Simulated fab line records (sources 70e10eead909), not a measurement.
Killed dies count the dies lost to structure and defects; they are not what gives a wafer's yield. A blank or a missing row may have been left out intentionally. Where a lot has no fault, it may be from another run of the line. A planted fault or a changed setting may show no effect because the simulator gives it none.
Comparing a struck lot with a sound one -- flow nand_harc -- 18 out of 1302 route steps
Sound: the wafers L585.1, L585.5, L585.6. Struck: wafer L594.6. (L594.3 of the same lot was not struck and is left out.) The cause comes at the end.
Order at every step that has rows: each side's tool, ch and its chambers, its first start. Under that, the readings that differ: sound wafers -- struck wafers -- difference of the means -- sigmas: that difference in standard deviations of wafers without a fault.
alike: a reading whose means differ by less than 2 such deviations, as well as words and numbers matching on both sides. not compared: withheld readings; readings where some wafer has no value; bounds like >300 that might hide an equal value; numbers whose values overlap and for which the record gives no deviation.
Wherever a step has rows on one side only, a row that says differs or no value, or a row with sigmas, the two part there. When numbers do not overlap yet have no deviation, they are printed without sigmas and do not part them. A reading missing from all wafers of one side parts the sides only when that side holds two or more wafers.

first, 2 steps without rows for these wafers: NHARC_P_M1_ETCH_35 (etches the open film in N2/H2, target depth 40 nm, overetch 12 nm, time 43.94 s); NHARC_P_M1_ETCH_15 (etches the open film in C4F8/Ar, target depth 182.5 nm, time 91.2 s).
NHARC_P_M1_CD_MEAS_16:
  sound: cd_sem-02 at day 7 02:20; struck: cd_sem-02 at day 10 19:26
reading,sound,struck,difference,sigmas
cd_nm (nm),130.7 130.5 130.6,129.3,-1.3,-2
NHARC_P_M1_STRIP_18: strips in N2/H2.
  sound on rie_diel-08 ch 0,2,3, day 7 02:28; struck on rie_diel-10 ch 2, day 10 19:33
reading,sound,struck,difference,sigmas
rf_vpp_V (V),89.6 89.4 88.8,91.8,+2.5,+2
  alike: drypump_motor_current_A, oes_product_au, showerhead_plenum_p_Torr, throttle_valve_pct
  not compared: rf_hours_counter_h
then, 4 steps without rows for these wafers: NHARC_P_M1_ETCH_28 (etches the open film in CF4/N2, target depth 30 nm, time 72.99 s); NHARC_P_M1_STRIP_19 (strips in post etch residue remover, time 600 s); NHARC_P_M1_DEGAS_29 (time 60 s); NHARC_P_M1_PRE_CLEAN_30 (time 30 s).
NHARC_P_M1_PVD_20: deposits TaN, target thk 5 nm, time 8.06 s.
  sound on pvd_sputter-02; struck on pvd_sputter-02
  alike: throttle_valve_pct
NHARC_P_M1_PVD_21: deposits Cu, target thk 30 nm, time 20.49 s.
  sound on pvd_sputter-02; struck on pvd_sputter-02
  alike: throttle_valve_pct
then, 1 step without rows for these wafers: NHARC_P_M1_ECD_22 (material Cu, target thk 400 nm).
NHARC_P_M1_ANNEAL_31: time 90 s.
  sound on rtp_anneal-01 ch 0, day 7 03:49; struck on rtp_anneal-01 ch 0, day 10 20:59
  alike: wafer_temp_C_max
NHARC_P_M1_CMP_23: polishes, t overpolish 20 s, target thk 157.82 nm.
  sound on cmp-02 ch 0,1,2, day 7 04:15; struck on cmp-02 ch 3, day 10 21:13
reading,sound,struck,difference,sigmas
retaining_ring_pressure_frac,1.004 1.003 0.997,0.991,-0.010,-2
time_to_endpoint_s (s),29.4 25.9 26.5,37.5,+10.2,+4
  alike: edge_zone_pressure_frac, motor_current_A
NHARC_P_M1_THK_MEAS_24: measures by xrf.
  sound: film_metro-02 at day 7 04:29; struck: film_metro-01 at day 10 21:32
reading,sound,struck,difference,sigmas
thk_nm (nm),157.0 158.6 157.0,163.0,+5.5,+4
after that, 1 step had no rows for these wafers: NHARC_P_M1_SRD_25.
NHARC_P_M1_INSPECT_27:
  sound: defect_inspect-02 at day 7 04:38; struck: defect_inspect-01 at day 10 21:41
reading,sound,struck,difference,sigmas
raw_defect_count,283 201 234,2211,+1972,+20
NHARC_P_M1_PRE_CLEAN_32: time 12 s.
  sound on pecvd-03 ch 1,2, day 7 04:43; struck on pecvd-04 ch 1, day 10 21:46
  alike: heater_power_outer_w, heater_power_w
-- record jumps: 18 days between struck wafers' starts before vs after; left off in module P_M1, resumes in module END, first step shown is number 1302 of the route --
NHARC_END_SORT_01:
  sound on prober-02 ch 0, day 25 01:09; struck on prober-02 ch 0, day 28 12:15
reading,sound,struck,difference,sigmas
defect_limited_yield (%),93 94 93,0,-93,-31
killed_at_periphery,1 4 3,634,+631,+99 or more
killed_dies,50 44 49,677,+629,+31
killed_short,2 0 2,5,+4,+2
sort_bin_3_pct (%),0.6 0.6 0.3,93.2,+92.7,+99 or more
sort_n_pass,627 633 628,0,-629,-31
sort_rim_yield_pct (%),93 92 93,0,-93,-26
sort_yield_pct (%),93 94 93,0,-93,-31
  alike: killed_at_array, killed_at_other, killed_open, sort_bin_2_pct, sort_bin_4_pct

== WHERE THEY PART ==
First at NHARC_P_M1_CD_MEAS_16; last, within this record, at NHARC_END_SORT_01.

WHY: whatever the simulator had introduced
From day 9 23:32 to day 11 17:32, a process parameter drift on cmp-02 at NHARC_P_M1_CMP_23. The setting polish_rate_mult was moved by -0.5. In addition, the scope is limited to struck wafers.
